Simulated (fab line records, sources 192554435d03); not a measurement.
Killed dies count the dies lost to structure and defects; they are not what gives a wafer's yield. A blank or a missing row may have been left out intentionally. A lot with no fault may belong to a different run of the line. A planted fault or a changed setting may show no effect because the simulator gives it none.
Matching of chambers    flow n5_finfet    N5_BEOL_M10_DEP_56 on pecvd-01 has 3 sister chambers
The step deposits SiCN from 3MS/NH3, target thk 15 nm, time 26.5 s. 6 wafers are shown with their chamber, then 12 later ones without.

WAFERS PAIRED WITH THEIR CHAMBERS
wafer   chamber  throttle_valve_pct (%)  showerhead_plenum_p_Torr (Torr)
L086.1  0        9.1                     3.623
L088.2  0        9.3                     3.633
L088.3  2        8.4                     3.663
L087.3  1        9.0                     3.648
L087.4  1        9.0                     3.649
L087.6  2        8.3                     3.660

WAFERS MISSING THEIR CHAMBER
wafer   throttle_valve_pct (%)  showerhead_plenum_p_Torr (Torr)
L091.1  9.1                     3.632
L091.3  9.1                     3.661
L091.4  9.1                     3.655
L092.2  8.2                     3.648
L092.4  9.1                     3.656
L092.6  8.9                     3.640
L095.1  9.0                     3.653
L095.3  9.2                     3.630
L095.4  9.2                     3.653
L094.1  9.3                     3.631
L094.4  9.2                     3.643
L094.6  9.2                     3.635

THE CHAMBER EACH PASSED THROUGH
wafer    from the rows above       in truth
L091.1   0                         0
L091.3   1                         1
L091.4   1                         1
L092.2   2                         2
L092.4   1                         1
L092.6   1                         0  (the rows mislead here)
L095.1   1                         1
L095.3   0                         0
L095.4   1                         1
L094.1   0                         0
L094.4   can't be placed: 1 or 0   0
L094.6   0                         0
Placed correctly: 10 of 12. Cannot be placed on the basis of these rows: 1; the candidates contain the true chamber in 1. Number placed wrongly: 1.
How it was worked out, from the rows above alone: a wafer's distance from a chamber is the root of the sum, over the readings, of the square of ((its reading less the chamber's mean) divided by the reading's scatter). If the next closest chamber is less than 2 further off than the closest, the wafer can't be placed; otherwise it belongs to the closest. The mean given for a chamber averages the wafers shown for that chamber. The scatter is the square root of a quotient: the sum, over the shown wafers, of each reading's squared deviation from its chamber's mean, divided by wafers minus chambers.
